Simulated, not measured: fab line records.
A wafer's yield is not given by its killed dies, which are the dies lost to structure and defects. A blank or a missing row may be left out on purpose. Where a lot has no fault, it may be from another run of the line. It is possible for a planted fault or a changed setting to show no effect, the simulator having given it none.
Chamber matching	flow n5_finfet	N5_SDB_ETCH_18 on rie_diel-05 has 4 sister chambers
The step etches SOC in N2/H2, target depth 100 nm, overetch 20 nm, time 150 s. 14 wafers are shown with their chamber, then 7 later ones without.

WAFERS WITH THEIR CHAMBER
wafer	chamber	throttle_valve_pct (%)	showerhead_plenum_p_Torr (Torr)	oes_product_au (a.u.)
L079.1	1	17.54	2.67	0.69
L079.4	0	18.26	2.40	0.63
L079.6	1	17.53	2.67	0.69
L081.3	0	18.27	2.40	0.62
L081.5	0	18.26	2.40	0.62
L081.6	1	17.55	2.67	0.68
L082.1	1	17.56	2.67	0.68
L082.4	3	17.96	2.52	0.62
L082.6	1	17.55	2.67	0.68
L084.1	3	17.96	2.52	0.61
L084.2	1	17.57	2.67	0.68
L084.6	2	17.13	2.61	0.86
L086.1	2	17.15	2.60	0.85
L086.5	3	17.98	2.51	0.60

SIGNATURES (means of the wafers above)
reading	chamber 0	chamber 1	chamber 2	chamber 3	scatter within a chamber
throttle_valve_pct	18.2633	17.5500	17.1400	17.9667	0.0124
showerhead_plenum_p_Torr	2.4000	2.6700	2.6050	2.5167	0.00342
oes_product_au	0.6233	0.6833	0.8550	0.6100	0.00671
Rule: for a wafer and a chamber, the distance is found by dividing, reading by reading, the gap between the wafer's reading and the chamber's mean by the reading's scatter, squaring, summing and taking the root. The wafer belongs to the nearest chamber; if the next one is less than 2 further off, it can't be placed. The scatter is the square root of a quotient: the sum, over the shown wafers, of each reading's squared deviation from its chamber's mean, divided by wafers minus chambers.

WAFERS WHOSE CHAMBER IS MISSING
wafer	throttle_valve_pct (%)	showerhead_plenum_p_Torr (Torr)	oes_product_au (a.u.)
L086.6	17.82	2.72	0.85
L091.1	17.15	2.60	0.82
L091.2	17.99	2.51	0.60
L091.3	17.60	2.66	0.66
L097.3	17.62	2.66	0.66
L097.4	17.18	2.60	0.80
L097.6	18.02	2.51	0.59

THE CHAMBER EACH PASSED THROUGH
wafer	from the rows above	in truth
L086.6	1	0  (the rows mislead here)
L091.1	2	2
L091.2	3	3
L091.3	1	1
L097.3	1	1
L097.4	2	2
L097.6	3	3
Correctly placed: 6 of 7. From these rows, 0 cannot be placed. 1 placed wrongly.
